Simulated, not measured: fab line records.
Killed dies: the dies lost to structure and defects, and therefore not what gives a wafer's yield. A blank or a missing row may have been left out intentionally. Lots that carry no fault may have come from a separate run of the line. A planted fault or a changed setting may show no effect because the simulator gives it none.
A struck lot beside a sound one | flow n5Finfet | 16 out of 1938 route steps
Sound: wafers L533.2, L533.3, L533.4. Struck: wafers L542.2, L542.3 (left out: L542.6, a lot-mate that was not struck); the cause follows at the end.
For every step that has rows: the tool of each side, followed by ch and its chambers, followed by its first start. Under that, the readings that differ: sound wafers | struck wafers | difference of the means | sigmas: that difference in standard deviations of wafers without a fault.
alike: readings with means less than 2 such deviations apart, plus words and numbers identical on both sides. not compared: withheld readings, readings lacking a value on some wafer, bounds such as >300 that could conceal the same value, and numbers that have no deviation in the record and whose values overlap.
A row with sigmas, a row that says differs or no value, or rows on one side alone: a step with any of these is where the two part. Numbers that don't overlap but have no deviation are shown without sigmas and don't part them. A reading that every wafer of one side lacks parts them only if that side has two wafers or more.

first, 2 steps without rows for these wafers: N5_BEOL_M0_DEGAS_112 (time 60 s); N5_BEOL_M0_PRE_CLEAN_113 (time 30 s).
N5_BEOL_M0_ALD_136: deposits TaN, pulse time 2 s, purge time 3 s, co reactant purge time 2 s.
  sound on aldMetal-03 ch 0,2,3, day 6 20:40; struck on aldMetal-01 ch 0,3, day 9 06:30
  alike: heaterPowerW, precursorVesselTempC, susceptorTempC
N5_BEOL_M0_SURFACE_TREAT_137:
  sound on pvdSputter-03 at day 6 20:59; struck on pvdSputter-02 at day 9 06:50
  not compared: throttleValvePct
then, 2 steps without rows for these wafers: N5_BEOL_M0_CVD_115 (deposits Co from CCTBA/H2, time 120 s); N5_BEOL_M0_SPUTTER_116 (material Cu, target thk 4 nm, time 7.37 s).
N5_BEOL_M0_ANNEAL_117: time 60 s.
  sound on pvdSputter-01 at day 6 22:40; struck on pvdSputter-03 at day 9 07:23
  alike: heaterPowerW, susceptorTempC
then, 3 steps without rows for these wafers: N5_BEOL_M0_SPUTTER_132 (material Cu, target thk 4 nm, time 7.37 s); N5_BEOL_M0_ANNEAL_133 (time 60 s); N5_BEOL_M0_SPUTTER_134 (material Cu, target thk 4 nm, time 7.37 s).
N5_BEOL_M0_ANNEAL_135: time 60 s.
  sound on pvdSputter-01 at day 6 22:55; struck on pvdSputter-03 at day 9 07:38
  alike: heaterPowerW, susceptorTempC
then, 1 step without rows for these wafers: N5_BEOL_M0_SPUTTER_141 (material Cu, target thk 4 nm, time 7.37 s).
N5_BEOL_M0_ECD_118: material Cu, target thk 300 nm.
  sound on ecdCu-01 ch 0,1, day 6 23:04; struck on ecdCu-01 ch 1, day 9 07:47
reading                                | sound           | struck    | difference | sigmas
model.Cu_of_BEOL_M0_ECD_118.thkNm (nm) | 294 295.6 297.6 | 89.2 86.8 | -207.7     | 
N5_BEOL_M0_ANNEAL_119: time 90 s.
  sound on rtpAnneal-02 ch 0, day 6 23:11; struck on rtpAnneal-01 ch 0, day 9 08:38
  alike: wafer_temp_C_max
N5_BEOL_M0_CMP_120: polishes, stops on SiOC, t overpolish 6.9 s.
  sound on cmp-02 ch 0,2,3, day 7 00:41; struck on cmp-04 ch 1,3, day 9 08:53
reading             | sound    | struck | difference | sigmas
timeToEndpointS (s) | 66 65 58 | 16 14  | -48        | -10
  alike: motorCurrentA, padLifeWafers
-- the record jumps here: 2 days lie between the struck wafers' starts before and after (it left off in module BEOL_M0 and takes up again in module BEOL_M4, whose first step shown is number 1111 of the route) --
N5_BEOL_M4_RC_MEAS_101:
  sound on prober-01 ch 0, day 9 00:53; struck on prober-02 ch 0, day 11 13:49
reading       | sound          | struck    | difference | sigmas
DIBL_N (mV/V) | 35.1 29.7 32.0 | 37.5 37.1 | +5.0       | +2
DIBL_P (mV/V) | 34.2 28.3 30.9 | 36.4 36.4 | +5.3       | +2
ION_N (uA/um) | 652 649 629    | 690 676   | +40        | +3
ION_P (uA/um) | 450 450 442    | 475 464   | +22        | +2
  alike: IOFF_N, IOFF_P, SS_N, SS_P, VT_N, VT_P

## WHERE THEY PART
Last at N5_BEOL_M4_RC_MEAS_101 as far as this record goes, first at N5_BEOL_M0_CMP_120.

WHY: what the simulator had put in
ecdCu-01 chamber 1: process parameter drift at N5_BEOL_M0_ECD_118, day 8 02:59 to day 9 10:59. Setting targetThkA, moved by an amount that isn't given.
